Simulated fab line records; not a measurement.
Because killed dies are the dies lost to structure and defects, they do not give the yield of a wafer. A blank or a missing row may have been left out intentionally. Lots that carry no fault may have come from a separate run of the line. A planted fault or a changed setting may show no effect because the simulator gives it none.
Which tool is to blame? | flow nand-harc | 24 lots, 72 wafers sampled, at 3 steps of a route of 1302

== WHAT THE GAUGES SHOWED, per wafer ==
NHARC_A_CHANNEL_HOLE_D2_INSPECT_12. Usual: raw-defect-count 33, standard deviation 23.
lot  | measured     | on                | raw-defect-count | flag
L074 | day 12 16:05 | defect-inspect-01 | 5 3 4            |
L075 | day 13 09:50 | defect-inspect-01 | 40 55 61         |
L077 | day 14 06:09 | defect-inspect-02 | 59 58 51         |
L076 | day 14 06:22 | defect-inspect-01 | 8 9 11           |
L078 | day 14 22:55 | defect-inspect-02 | 61 60 60         |
L080 | day 15 03:53 | defect-inspect-02 | 9 9 7            |
L079 | day 15 04:51 | defect-inspect-02 | 53 64 69         |
L081 | day 16 04:35 | defect-inspect-01 | 44 63 52         |
L082 | day 16 08:35 | defect-inspect-02 | 2 10 9           |
L083 | day 16 18:31 | defect-inspect-02 | 6 12 6           |
L084 | day 17 09:22 | defect-inspect-01 | 5 11 11          |
L085 | day 17 09:35 | defect-inspect-02 | 62 59 47         |
L086 | day 17 22:11 | defect-inspect-01 | 65 51 57         |
L087 | day 18 06:40 | defect-inspect-02 | 58 62 51         |
L088 | day 19 09:56 | defect-inspect-01 | 15 14 25         |
L089 | day 19 10:05 | defect-inspect-02 | 62 63 68         |
L090 | day 19 20:47 | defect-inspect-01 | 65 53 52         |
L091 | day 19 21:10 | defect-inspect-02 | 57 45 52         |
L092 | day 20 09:35 | defect-inspect-01 | 12 14 10         |
L093 | day 21 09:28 | defect-inspect-01 | 23 17 21         |
L094 | day 21 10:25 | defect-inspect-02 | 27 23 25         |
L095 | day 21 22:55 | defect-inspect-02 | 33 22 19         |
L096 | day 22 07:05 | defect-inspect-01 | 7 7 8            |
L097 | day 22 07:16 | defect-inspect-02 | 3 5 3            |

NHARC_A_CHANNEL_FILL_D2_THK_MEAS_06: measures by ellipsometry. Usual: thk-nm 5.0 nm, standard deviation 1.
lot  | measured     | on            | thk-nm (nm) | flag
L074 | day 14 11:49 | film-metro-02 | 4.6 6.3 5.8 |
L075 | day 15 07:46 | film-metro-01 | 4.8 5.8 3.9 |
L077 | day 16 01:55 | film-metro-02 | 4.4 4.3 4.5 |
L076 | day 16 01:55 | film-metro-01 | 5.6 5.1 4.1 |
L078 | day 16 20:41 | film-metro-01 | 4.9 4.1 4.9 |
L080 | day 17 00:06 | film-metro-01 | 4.5 5.2 5.9 |
L079 | day 17 00:07 | film-metro-01 | 4.3 5.3 5.8 |
L081 | day 18 00:53 | film-metro-01 | 3.7 3.2 3.8 |
L082 | day 18 06:18 | film-metro-01 | 6.5 4.7 5.6 |
L083 | day 18 15:25 | film-metro-02 | 4.5 4.5 3.2 |
L084 | day 19 12:34 | film-metro-01 | 5.5 5.1 5.0 |
L085 | day 19 12:34 | film-metro-02 | 4.2 5.7 4.3 |
L086 | day 19 18:10 | film-metro-02 | 6.0 5.4 6.0 |
L087 | day 20 01:50 | film-metro-02 | 6.5 3.0 6.8 |
L088 | day 21 05:50 | film-metro-01 | 5.9 3.8 5.0 |
L089 | day 21 05:50 | film-metro-02 | 4.3 4.6 5.0 |
L090 | day 21 17:25 | film-metro-02 | 6.5 5.3 4.9 |
L091 | day 21 17:25 | film-metro-01 | 4.2 6.7 5.1 |
L092 | day 22 07:22 | film-metro-01 | 4.5 5.8 3.4 |
L093 | day 23 05:04 | film-metro-01 | 4.7 5.0 6.6 |
L094 | day 23 05:05 | film-metro-02 | 3.5 5.4 5.1 |
L095 | day 23 21:16 | film-metro-02 | 5.9 3.6 7.2 |
L096 | day 24 01:40 | film-metro-01 | 4.0 4.1 5.8 |
L097 | day 24 01:40 | film-metro-02 | 4.6 6.9 5.2 |

NHARC_A_CHANNEL_FILL_D2_INSPECT_13. Usual: raw-defect-count 367, standard deviation 130.
lot  | measured     | on                | raw-defect-count | flag
L074 | day 14 21:46 | defect-inspect-02 | 458 307 248      |
L075 | day 15 21:37 | defect-inspect-02 | 237 337 303      |
L077 | day 16 14:03 | defect-inspect-02 | 331 437 513      |
L076 | day 16 13:53 | defect-inspect-02 | 330 404 324      |
L078 | day 17 08:39 | defect-inspect-02 | 391 356 345      |
L080 | day 17 13:13 | defect-inspect-02 | 337 310 236      |
L079 | day 17 13:00 | defect-inspect-01 | 286 360 326      |
L081 | day 18 12:52 | defect-inspect-02 | 230 391 350      |
L082 | day 18 18:18 | defect-inspect-02 | 275 317 432      |
L083 | day 19 03:22 | defect-inspect-02 | 420 405 486      |
L084 | day 20 00:33 | defect-inspect-01 | 162 218 170      |
L085 | day 20 00:30 | defect-inspect-02 | 488 418 516      |
L086 | day 20 06:13 | defect-inspect-01 | 306 279 187      |
L087 | day 20 13:57 | defect-inspect-01 | 282 453 468      |
L088 | day 21 17:48 | defect-inspect-01 | 340 289 431      |
L089 | day 21 17:46 | defect-inspect-02 | 328 522 462      |
L090 | day 22 05:28 | defect-inspect-01 | 405 458 333      |
L091 | day 22 05:25 | defect-inspect-01 | 312 388 419      |
L092 | day 22 19:22 | defect-inspect-02 | 523 372 624      |
L093 | day 23 17:08 | defect-inspect-02 | 305 426 513      |
L094 | day 23 17:08 | defect-inspect-02 | 378 350 268      |
L095 | day 24 09:14 | defect-inspect-02 | 430 392 241      |
L096 | day 24 13:37 | defect-inspect-02 | 345 238 244      |
L097 | day 24 13:37 | defect-inspect-01 | 266 276 243      |

== EACH LOT AND THE TOOL THAT RAN IT (in order: tool; ch and the chambers of the sampled wafers; start) ==
Record: no process step prior to these readings.

== WHAT THE TOOLS THEMSELVES READ (means of the sampled wafers that have a number; where no wafer has one, the mark that the record gives instead) ==
The record holds no such reading with a usual standard deviation.

== THE ANSWER, worked out from the rows above alone ==
Rule: take the mean of a lot's wafers that have a number; if it is more than 3 standard deviations from the usual mean, the lot is off. A lot without any number at a reading at which 4 lots or more have one is off too. The other lots that the step has rows for count as sound. The gauges are gone through in route order, then the tools' own readings, and for those a lot's mean is taken as printed above. At the first step where some lot is off, the reading lying furthest off is the one used; lots without a number count as furthest.
No lot is off at any reading shown: from this, nothing can be told.

== WHAT HAD BEEN PUT IN BY THE SIMULATOR ==
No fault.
